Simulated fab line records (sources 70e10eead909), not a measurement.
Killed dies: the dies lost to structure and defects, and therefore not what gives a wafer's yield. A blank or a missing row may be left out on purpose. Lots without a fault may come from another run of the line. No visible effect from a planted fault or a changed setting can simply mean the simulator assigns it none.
Comparing a struck lot with a sound one || flow nandHarc || 13 out of 1302 route steps
Sound: wafers L912.1, L912.2, L912.6. Struck: wafers L924.1, L924.5 (left out: L924.2, a lot-mate that was not struck); the cause follows at the end.
Each step with rows lists, per side, the tool, then ch with its chambers, then its first start. Under that, the readings that differ: sound wafers || struck wafers || difference of the means || sigmas: that difference in standard deviations of wafers without a fault.
alike: a reading whose means differ by less than 2 such deviations, as well as words and numbers matching on both sides. not compared: withheld readings; readings where some wafer has no value; bounds like >300 that might hide an equal value; numbers whose values overlap and for which the record gives no deviation.
Wherever a step has rows on one side only, a row that says differs or no value, or a row with sigmas, the two part there. Numbers that have no deviation but don't overlap get no sigmas and don't part them. A reading missing from all wafers of one side parts the sides only when that side holds two or more wafers.

NHARC_A_CHANNEL_FILL_D1_ALD_16: deposits SiO2, target thk 1.5 nm, pulse time 10 s, ald cycles 15.
  sound on aldHk-01 ch 0,3, day 9 16:52; struck on aldHk-03 ch 1, day 15 13:17
  alike: heaterPowerW, precursorPulseHeightRel
then, 3 steps without rows for these wafers: NHARC_A_CHANNEL_FILL_D1_ANNEAL_17 (time 1800 s); NHARC_A_CHANNEL_FILL_D1_CVD_18 (deposits poly-Si, target thk 3 nm); NHARC_A_CHANNEL_FILL_D1_ETCHBACK_19 (etches the open film in HBr/Cl2, target depth 5 nm, time 1.7 s).
NHARC_A_CHANNEL_FILL_D1_ETCHBACK_20: etches the open film in C4F8/O2/Ar, target depth 27 nm, time 13.5 s.
  sound on rieDiel-11 ch 0,3, day 10 05:01; struck on rieDiel-02 ch 1, day 16 01:13
  alike: oesProductAu, rfFwdPowerW, rfVppV, runLengthS
  not compared: rfHoursCounterH
NHARC_A_CHANNEL_FILL_D1_STRIP_28: strips in O2, time 20 s.
  sound on rieDiel-11 ch 0,2,3, day 10 05:06; struck on rieDiel-02 ch 1,2, day 16 01:19
  alike: drypumpMotorCurrentA, oesProductAu, rfVppV, showerheadPlenumPTorr, throttleValvePct
  not compared: rfHoursCounterH
then, 4 steps without rows for these wafers: NHARC_A_CHANNEL_FILL_D1_PRECLEAN_21 (cleans in dHF, time 30 s); NHARC_A_CHANNEL_FILL_D1_SRD_23; NHARC_A_CHANNEL_FILL_D1_CVD_05 (deposits poly-Si, target thk 5 nm); NHARC_A_CHANNEL_FILL_D1_ANNEAL_22 (time 7200 s).
NHARC_A_CHANNEL_FILL_D1_ALD_25: deposits SiOx, target thk 60 nm, pulse time 10 s, ald cycles 600.
  sound on aldHk-01 ch 0,2, day 10 16:55; struck on aldHk-03 ch 0,1, day 16 13:42
{"reading": "precursorPulseHeightRel", "sound": "1.041 1.034 1.040", "struck": "0.999 0.993", "difference": -0.042, "sigmas": -2}
  alike: heaterPowerW
NHARC_A_CHANNEL_FILL_D1_ETCHBACK_08: etches the open film in C4F8, target depth 220 nm, time 110 s.
  sound on rieDiel-07 ch 1,2,3, day 10 22:31; struck on rieDiel-11 ch 1,3, day 16 18:37
{"reading": "oesProductAu (a.u.)", "sound": "1.00 1.01 1.00", "struck": "0.93 0.93", "difference": -0.07, "sigmas": -2}
{"reading": "runLengthS (s)", "sound": "131.6 131.5 131.4", "struck": "284.9 285.4", "difference": "+153.6", "sigmas": "+99 or more"}
  alike: rfFwdPowerW, rfVppV
  not compared: rfHoursCounterH
NHARC_A_CHANNEL_FILL_D1_STRIP_29: strips in O2, time 20 s.
  sound: rieDiel-07 ch 1,2,3; struck: rieDiel-11 ch 0,3
{"reading": "oesProductAu (a.u.)", "sound": "1.012 1.022 1.004", "struck": "0.984 1.002", "difference": -0.020, "sigmas": -2}
  alike: drypumpMotorCurrentA, rfVppV, showerheadPlenumPTorr, throttleValvePct
  not compared: rfHoursCounterH

## WHERE THEY PART
At NHARC_A_CHANNEL_FILL_D1_ALD_25 first; at NHARC_A_CHANNEL_FILL_D1_STRIP_29 last (within this record only).

WHY: the cause the simulator had injected
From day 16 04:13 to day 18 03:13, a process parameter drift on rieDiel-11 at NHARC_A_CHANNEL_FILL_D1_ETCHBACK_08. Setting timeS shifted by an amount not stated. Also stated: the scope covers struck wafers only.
